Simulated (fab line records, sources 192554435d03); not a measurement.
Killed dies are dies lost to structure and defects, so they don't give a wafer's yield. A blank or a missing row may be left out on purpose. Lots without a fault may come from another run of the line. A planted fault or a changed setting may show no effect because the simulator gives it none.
Which tool did it? | flow n5_finfet | 23 lots, 69 wafers sampled, at 1 step of a route of 1938

WHAT THE GAUGES READ, wafer by wafer
N5_WELL_APT_INSPECT_27: inspects for defects (macro).
lot  | measured    | on                | raw_defect_count
L074 | day 1 15:26 | defect_inspect-01 | 3 2 1
L075 | day 1 20:53 | defect_inspect-01 | 0 1 0
L076 | day 2 03:14 | defect_inspect-01 | 3 3 6
L078 | day 2 15:08 | defect_inspect-02 | 3 1 0
L079 | day 2 21:01 | defect_inspect-02 | 0 1 2
L080 | day 3 03:10 | defect_inspect-02 | 2 0 0
L081 | day 3 09:11 | defect_inspect-01 | 2 0 3
L082 | day 3 16:02 | defect_inspect-01 | 2 1 1
L083 | day 3 21:05 | defect_inspect-02 | 4 5 2
L084 | day 4 03:00 | defect_inspect-01 | 1 0 1
L085 | day 4 08:53 | defect_inspect-02 | 2 2 2
L086 | day 4 15:07 | defect_inspect-02 | 3 3 1
L087 | day 4 20:53 | defect_inspect-02 | 5 3 0
L088 | day 5 03:00 | defect_inspect-01 | 1 2 2
L089 | day 5 09:11 | defect_inspect-01 | 2 1 2
L090 | day 5 15:05 | defect_inspect-02 | 3 3 2
L091 | day 5 21:19 | defect_inspect-01 | 1 2 2
L092 | day 6 03:52 | defect_inspect-02 | 1 0 2
L093 | day 6 08:52 | defect_inspect-01 | 3 3 2
L094 | day 6 15:04 | defect_inspect-02 | 1 2 2
L095 | day 6 20:52 | defect_inspect-02 | 2 1 1
L096 | day 7 03:05 | defect_inspect-02 | 4 0 2
L097 | day 7 08:52 | defect_inspect-01 | 1 2 0

WHICH TOOL RAN EACH LOT (tool, then ch and the chambers of the sampled wafers, then the start)
The record holds no process step before these readings.

WHAT THE TOOLS THEMSELVES READ (means of the sampled wafers that have a number; where no wafer has one, the mark that the record gives instead)
The record holds no such reading with a usual standard deviation.

THE ANSWER, worked out from the rows above alone
Rule: what is usual is taken from the lots themselves. Put in order of their means at a reading, lots are off if they are a third of the lots or fewer, leave a main group of 4 or more, and stand apart from it by a gap of 3 or more times the standard deviation of the main group's means; of several such gaps the widest counts. A main group whose means are all the same, to the digits that the tables above print for the reading, isn't used. A lot without any number at a reading at which 4 lots or more have one is off too. The other lots that the step has rows for count as sound. The gauges are gone through in route order, then the tools' own readings, and for those a lot's mean is taken as printed above. The first step at which some lot is off is used, and at that step the reading that is off furthest; a lot without a number counts as furthest.
No lot is off at any reading shown: from this, nothing can be told.

WHAT THE SIMULATOR HAD PUT IN
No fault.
